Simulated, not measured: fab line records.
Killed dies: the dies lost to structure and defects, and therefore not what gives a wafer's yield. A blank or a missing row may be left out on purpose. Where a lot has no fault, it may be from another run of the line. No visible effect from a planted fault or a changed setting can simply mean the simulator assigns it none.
Struck lot and sound lot, side by side + flow n5Finfet + 37 out of 1938 route steps
Sound: wafers L602.1, L602.4, L602.5. Wafers L592.1, L592.5, L592.6 were the ones struck. Last of all comes the cause.
For every step that has rows: the tool of each side, followed by ch and its chambers, followed by its first start. Under that, the readings that differ: sound wafers + struck wafers + difference of the means + sigmas: that difference in standard deviations of wafers without a fault.
alike: a reading whose means differ by less than 2 such deviations, as well as words and numbers matching on both sides. not compared: withheld readings; readings where some wafer has no value; bounds like >300 that might hide an equal value; numbers whose values overlap and for which the record gives no deviation.
Wherever a step has rows on one side only, a row that says differs or no value, or a row with sigmas, the two part there. When numbers do not overlap yet have no deviation, they are printed without sigmas and do not part them. Lack of a reading on every wafer of one side parts them only where that side has two or more wafers.

first, 10 steps without rows for these wafers: N5_DUMMY_GATE_ETCH_44 (etches poly-Si in HBr/O2, stops on SiO2, target depth 127.5 nm); N5_DUMMY_GATE_ETCH_42 (etches SiO2 in CHF3/O2, target depth 3.5 nm, time 31 s); N5_DUMMY_GATE_STRIP_48 (strips in N2/H2, time 20 s); N5_DUMMY_GATE_PRECLEAN_33 (cleans in dHF, time 10 s); N5_DUMMY_GATE_PRECLEAN_25 (cleans in O3/DIW, time 45 s); N5_DUMMY_GATE_PRECLEAN_51 (cleans in SC2, time 45 s); N5_DUMMY_GATE_SRD_26 (time 30 s); N5_DUMMY_GATE_UV_OZONE_45 (time 120 s); N5_SPACER0_ALD_07 (deposits SiNx, target thk 2 nm); N5_SPACER0_ALD_00 (deposits SiOCN, target thk 3.5 nm, pulse time 3 s, purge time 2 s).
N5_SPACER0_ALD_08: deposits SiNx, target thk 2 nm.
  sound on aldSin-03 ch 2,3, day 8 15:58; struck on aldSin-01 ch 0,1,2, day 6 00:20
  no value came back on the struck wafers for chamberPressureTorr (Torr), heaterPowerOuterW (W), heaterPowerW (W); on the sound wafers chamberPressureTorr (Torr) reads 1.998 2.009 2.005
then, 24 steps without rows for these wafers: N5_SD_EPI_N_COAT_32 (time 60 s, resist thk 350 nm); N5_SD_EPI_N_COAT_33 (time 60 s, resist thk 35 nm); N5_SD_EPI_N_COAT_03 (resist thk 150 nm); N5_SD_EPI_N_EBR_05; N5_SD_EPI_N_SOFTBAKE_04 (time 60 s); N5_SD_EPI_N_EXPOSE_06 (exposes mask SD N BLK, target cd 120 nm); N5_SD_EPI_N_PEB_07 (peb time 60 s); N5_SD_EPI_N_DEVELOP_08 (develop time 30 s); N5_SD_EPI_N_DESCUM_14 (chemistry O2, time 7.9 s); N5_SD_EPI_N_ETCH_34 (etches SiARC in CF4, target depth 45.5 nm, time 75.8 s); N5_SD_EPI_N_ETCH_35 (etches SOC in N2/H2, overetch 108 nm, time 486 s); N5_SD_EPI_N_STRIP_36 (strips in N2/H2); N5_SD_EPI_N_ETCHBACK_44 (etches SiNx in CH3F/O2, stops on SiO2, target depth 14.5 nm); N5_SD_EPI_N_ETCH_45 (etches SiOCN in CH3F/O2, target depth 6 nm); N5_SD_EPI_N_ETCH_16 (etches SiO2 in CHF3/O2, target depth 5 nm); N5_SD_EPI_N_STRIP_47 (strips in CHF3/O2); N5_SD_EPI_N_SD_RECESS_17 (chemistry HBr/Cl2/O2, target depth 41 nm, time 23.7 s, bt time 3 s); N5_SD_EPI_N_STRIP_38 (strips in N2/H2); N5_SD_EPI_N_WET_ETCH_43 (etches SiO2 in dHF, time 14 s, target depth 1.5 nm); N5_SD_EPI_N_STRIP_18 (strips in SPM, time 750 s); N5_SD_EPI_N_SRD_20 (time 30 s); N5_SD_EPI_N_PRECLEAN_48 (cleans in NF3:NH3, afs cycles 2, time 20 s, sublimation time 60 s); N5_SD_EPI_N_VAPOR_ETCH_50 (etches Si in HCl, time 54 s); N5_SD_EPI_N_EPI_21 (deposits Si:P, time 690 s).
-- record jumps: 7 days separate the struck wafers' starts on either side; left off in module SD_EPI_N, taken up again in module BEOL_M4, whose first shown step is the route's number 1111 --
N5_BEOL_M4_RC_MEAS_101:
  sound on prober-01 ch 0, day 15 22:19; struck on prober-02 ch 0, day 13 02:02
| reading            | sound             | struck            | difference | sigmas |
|--------------------|-------------------|-------------------|------------|--------|
| DIBL_N (mV/V)      | 37.9 37.9 38.7    | 53.1 52.6 51.6    | +14.3      | +11    |
| DIBL_P (mV/V)      | 37.2 37.4 38.6    | 49.0 48.0 47.1    | +10.3      | +7     |
| IOFF_N (nA/um)     | 0.210 0.201 0.219 | 0.738 0.704 0.623 | +0.478     | +21    |
| IOFF_N_85C (nA/um) | 3.9 3.8 4.1       | 11.3 10.8 9.7     | +6.7       | +18    |
| IOFF_N_LIN (nA/um) | 0.094 0.089 0.097 | 0.240 0.230 0.212 | +0.134     | +15    |
| IOFF_P (nA/um)     | 0.253 0.252 0.272 | 0.894 0.852 0.798 | +0.589     | +20    |
| IOFF_P_85C (nA/um) | 4.3 4.3 4.6       | 12.5 11.9 11.4    | +7.5       | +18    |
| IOFF_P_LIN (nA/um) | 0.114 0.113 0.119 | 0.341 0.329 0.308 | +0.211     | +18    |
| ION_N (uA/um)      | 697 692 696       | 771 772 760       | +73        | +8     |
| ION_P (uA/um)      | 470 464 470       | 535 536 529       | +65        | +10    |
| REXT_N (ohm.um)    | 75.1 76.5 77.0    | 60.7 60.5 62.1    | -15.1      | -11    |
| REXT_P (ohm.um)    | 100.8 101.0 101.0 | 81.1 79.8 80.7    | -20.4      | -8     |
| SS_N (mV/dec)      | 72.1 71.6 71.8    | 74.6 74.6 74.0    | +2.6       | +5     |
| VT_N (mV)          | 243.8 245.1 242.8 | 225.1 228.4 226.8 | -17.1      | -6     |
| VT_N_LVT (mV)      | 94.4 94.7 93.8    | 77.2 76.6 79.0    | -16.7      | -6     |
| VT_P (mV)          | -247 -249 -247    | -223 -226 -225    | +23        | +7     |
| VT_P_LVT (mV)      | -96.2 -95.7 -95.4 | -74.5 -75.5 -76.6 | +20.2      | +7     |
  alike: IOFF_N_LONG, SS_P
-- record jumps: 4 days separate the struck wafers' starts on either side; left off in module BEOL_M4, taken up again in module PASSIVATION, whose first shown step is the route's number 1936 --
N5_PASSIVATION_PROBE_49:
  struck on prober-01, day 17 05:55; sound on prober-01, day 20 15:58
| reading                | sound          | struck            | difference | sigmas |
|------------------------|----------------|-------------------|------------|--------|
| killedAtOther          | 4 16 6         | 1 3 4             | -6         | -2     |
| sort_bin_4_leakage (%) | 0 0 0          | 90.93 92.12 89.75 | +90.93     |        |
| sortNPass              | 1084 1092 1088 | 0 2 9             | -1084      | -60    |
| sortYieldPct (%)       | 91.9 92.5 92.2 | 0 0.2 0.8         | -92        | -57    |
  alike: defectLimitedYield, killed_at_M0_to_M3, killed_at_M4_up, killedAtContacts, killedAtFrontEnd, killedDies, killedOpen, killedShort, sort_bin_5_function, sort_bin_6_memory

WHERE THEY PART
Last at N5_PASSIVATION_PROBE_49 as far as this record goes, first at N5_SPACER0_ALD_08.

WHY: what had been put in by the simulator
Beginning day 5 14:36, the whole step at N5_SPACER0_ALD_08 was skipped on aldSin-01. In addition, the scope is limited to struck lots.
